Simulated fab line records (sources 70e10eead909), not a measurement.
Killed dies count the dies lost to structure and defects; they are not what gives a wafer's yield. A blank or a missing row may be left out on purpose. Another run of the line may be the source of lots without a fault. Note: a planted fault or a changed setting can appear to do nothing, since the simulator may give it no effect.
Chamber matching || flow nandHarc || NHARC_A_M1_PRE_CLEAN_32 on pecvd-03 has 3 sister chambers
The step time 12 s. 6 wafers are shown with their chamber, then 11 later ones without.

== WAFERS WITH THEIR CHAMBER ==
{"wafer": "L080.4", "chamber": 2, "heaterPowerOuterW (W)": 342, "heaterPowerW (W)": 549}
{"wafer": "L082.3", "chamber": 2, "heaterPowerOuterW (W)": 424, "heaterPowerW (W)": 666}
{"wafer": "L091.1", "chamber": 1, "heaterPowerOuterW (W)": 273, "heaterPowerW (W)": 546}
{"wafer": "L091.3", "chamber": 0, "heaterPowerOuterW (W)": 278, "heaterPowerW (W)": 525}
{"wafer": "L091.5", "chamber": 0, "heaterPowerOuterW (W)": 286, "heaterPowerW (W)": 521}
{"wafer": "L090.3", "chamber": 1, "heaterPowerOuterW (W)": 258, "heaterPowerW (W)": 541}

== WAFERS MISSING THEIR CHAMBER ==
{"wafer": "L090.4", "heaterPowerOuterW (W)": 273, "heaterPowerW (W)": 500}
{"wafer": "L090.6", "heaterPowerOuterW (W)": 391, "heaterPowerW (W)": 631}
{"wafer": "L092.3", "heaterPowerOuterW (W)": 307, "heaterPowerW (W)": 586}
{"wafer": "L092.4", "heaterPowerOuterW (W)": 358, "heaterPowerW (W)": 572}
{"wafer": "L092.6", "heaterPowerOuterW (W)": 295, "heaterPowerW (W)": 580}
{"wafer": "L093.3", "heaterPowerOuterW (W)": 258, "heaterPowerW (W)": 549}
{"wafer": "L093.4", "heaterPowerOuterW (W)": 389, "heaterPowerW (W)": 621}
{"wafer": "L093.5", "heaterPowerOuterW (W)": 298, "heaterPowerW (W)": 525}
{"wafer": "L097.3", "heaterPowerOuterW (W)": 417, "heaterPowerW (W)": 658}
{"wafer": "L097.4", "heaterPowerOuterW (W)": 428, "heaterPowerW (W)": 650}
{"wafer": "L097.5", "heaterPowerOuterW (W)": 246, "heaterPowerW (W)": 505}

== WHICH CHAMBER EACH WENT THROUGH ==
{"wafer": "L090.4", "from the rows above": "can't be placed: 0 or 1", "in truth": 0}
{"wafer": "L090.6", "from the rows above": 2, "in truth": 2}
{"wafer": "L092.3", "from the rows above": "can't be placed: 1 or 0 or 2", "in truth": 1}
{"wafer": "L092.4", "from the rows above": "can't be placed: 2 or 0 or 1", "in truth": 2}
{"wafer": "L092.6", "from the rows above": "can't be placed: 1 or 0 or 2", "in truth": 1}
{"wafer": "L093.3", "from the rows above": "can't be placed: 1 or 0", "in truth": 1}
{"wafer": "L093.4", "from the rows above": 2, "in truth": 2}
{"wafer": "L093.5", "from the rows above": "can't be placed: 0 or 1", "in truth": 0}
{"wafer": "L097.3", "from the rows above": 2, "in truth": 2}
{"wafer": "L097.4", "from the rows above": 2, "in truth": 2}
{"wafer": "L097.5", "from the rows above": "can't be placed: 1 or 0", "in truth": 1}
4 of 11 placed correctly. From these rows, 7 cannot be placed; in 7 the true chamber is one of the candidates. Placed wrongly: 0.
How it was worked out, from the rows above alone: a wafer's distance from a chamber is the root of the sum, over the readings, of the square of ((its reading less the chamber's mean) divided by the reading's scatter). The wafer belongs to the nearest chamber; if the next one is less than 2 further off, it can't be placed. The mean given for a chamber averages the wafers shown for that chamber. The scatter: take each reading less its chamber's mean, square it, sum over the shown wafers, divide by the number of wafers less the number of chambers, and take the root.
